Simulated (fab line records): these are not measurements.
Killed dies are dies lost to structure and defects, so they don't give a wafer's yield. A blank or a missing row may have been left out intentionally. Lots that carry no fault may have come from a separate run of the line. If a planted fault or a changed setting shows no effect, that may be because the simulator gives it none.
Split-lot trial    flow n5 finfet    route with 1938 steps; 7 lots, 21 wafers read

## ABOUT THE SPLIT
At N5_SD_EPI_N_PEB_07 (peb time 60 s), the setting peb temp c was moved away from the recipe's 110 C on 8 of the 21 wafers read, by -2.0% to +2.0%. For the rest of the wafers, this setting stayed at what the recipe calls for.

## FROM THE SPLIT TO THE READING: what the file shows between them, 1 step
- N5_SD_EPI_N_DEVELOP_08: develop time 30 s

## THE READING
At N5_SD_EPI_N_CD_MEAS_09: cd nm in nanometres, against a target cd of 120 nm. Typical for fault-free wafers on this fab line: 120.2 nm, with standard deviation 0.68 nm.

wafer   tool, chamber at the split  peb temp c as run, C  against the recipe  cd nm, nm  against lot-mates on the recipe
L075.1  litho track-05, 0           110                   recipe              120.3      -
L075.3  litho track-05, 0           110                   recipe              120.3      -
L075.4  litho track-05, 0           110                   recipe              120.4      -
L078.1  litho track-05, 0           110                   recipe              120.5      -
L078.2  litho track-05, 0           110                   recipe              120.7      -
L078.6  litho track-05, 0           110                   recipe              120.5      -
L085.1  litho track-01, 0           110                   recipe              120.1      -
L085.5  litho track-01, 0           112.2                 +2.0%               125.8      +5.7
L085.6  litho track-01, 0           112.2                 +2.0%               125.6      +5.5
L087.3  litho track-03, 0           107.8                 -2.0%               114.2      -7.0
L087.4  litho track-03, 0           110                   recipe              121.2      -
L087.6  litho track-03, 0           107.8                 -2.0%               113.5      -7.7
L092.1  litho track-05, 0           111.4                 +1.3%               123.6      +3.2
L092.3  litho track-05, 0           110                   recipe              120.2      -
L092.6  litho track-05, 0           110                   recipe              120.6      -
L093.3  litho track-03, 0           111.2                 +1.1%               123.4      +3.3
L093.4  litho track-03, 0           110                   recipe              120.1      -
L093.6  litho track-03, 0           111.2                 +1.1%               124.0      +3.9
L097.3  litho track-01, 0           110                   recipe              119.0      -
L097.5  litho track-01, 0           110                   recipe              120.3      -
L097.6  litho track-01, 0           111                   +0.9%               122.9      +3.2

THE FIT
A straight line over all 21 wafers: cd nm changes by +2.97 nm for each +1% of peb temp c; r = +0.99; the points scatter about the line by 0.49 nm.
The same after taking each lot's own level away (the mean of its wafers on the recipe; 21 wafers): +3.24 nm for each +1%; r = +0.99; scatter 0.5 nm.
The reading moves by 6.5 nm for the largest change in peb temp c, on that fit.
The lots' own levels span 119.65 to 121.20 nm, that is 2.3 times the standard deviation above.
The two slopes are in agreement: the lot-to-lot level therefore moves the slope only a little.
Check: with one of the wafers moved furthest among these (+2.0%) left out of the fit, the line predicts +6.45 nm for it against its lot-mates. Against them it came out at +5.7 nm.

## THE OTHER SPLITS THESE WAFERS WENT THROUGH
Other splits were also applied to these wafers ahead of the reading. Each is held against what the fit with the lots' levels taken away leaves over:
other split on the same wafers                     wafers away from the commonest value  r with cd nm (lot level and that fit taken away)
N5_PMOS_HMC_CHANNEL_EPI_PEB_07 peb time s          7                                     -0.03
N5_PMOS_HMC_CHANNEL_EPI_DEVELOP_08 develop time s  7                                     -0.55
N5_FIN_SAQP_SPACER1_ALD_24 temp c                  8                                     -0.09

## THE WHOLE CHAIN: every reading that the file lists as answering this split, in the file's order
step                    what it does                                            reading                                                          change (the file's fit)               r (the file's)
N5_SD_EPI_N_CD_MEAS_09  target cd 120 nm                                        cd nm                                                            +3.17 nm for each +1% of the setting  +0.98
N5_SD_EPI_N_DESCUM_14   chemistry O2, time 7.9 s                                SD_EPI_N.cd nm (the simulator's own value, which no gauge read)  +3.07 nm for each +1% of the setting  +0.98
N5_SD_EPI_N_ETCH_34     etches SiARC in CF4, target depth 45.5 nm, time 75.8 s  SD_EPI_N.cd nm (the simulator's own value, which no gauge read)  +2.99 nm for each +1% of the setting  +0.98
N5_SD_EPI_N_ETCH_35     etches SOC in N2/H2, overetch 108 nm, time 486 s        SD_EPI_N.cd nm (the simulator's own value, which no gauge read)  +3.41 nm for each +1% of the setting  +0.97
N5_SD_EPI_N_ETCH_16     etches SiO2 in CHF3/O2, target depth 5 nm               SD_EPI_N.cd nm (the simulator's own value, which no gauge read)  +3.34 nm for each +1% of the setting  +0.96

## THE FILE'S OWN FIT
cd nm changes by +3.17 nm for each +1% of peb temp c, r = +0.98.
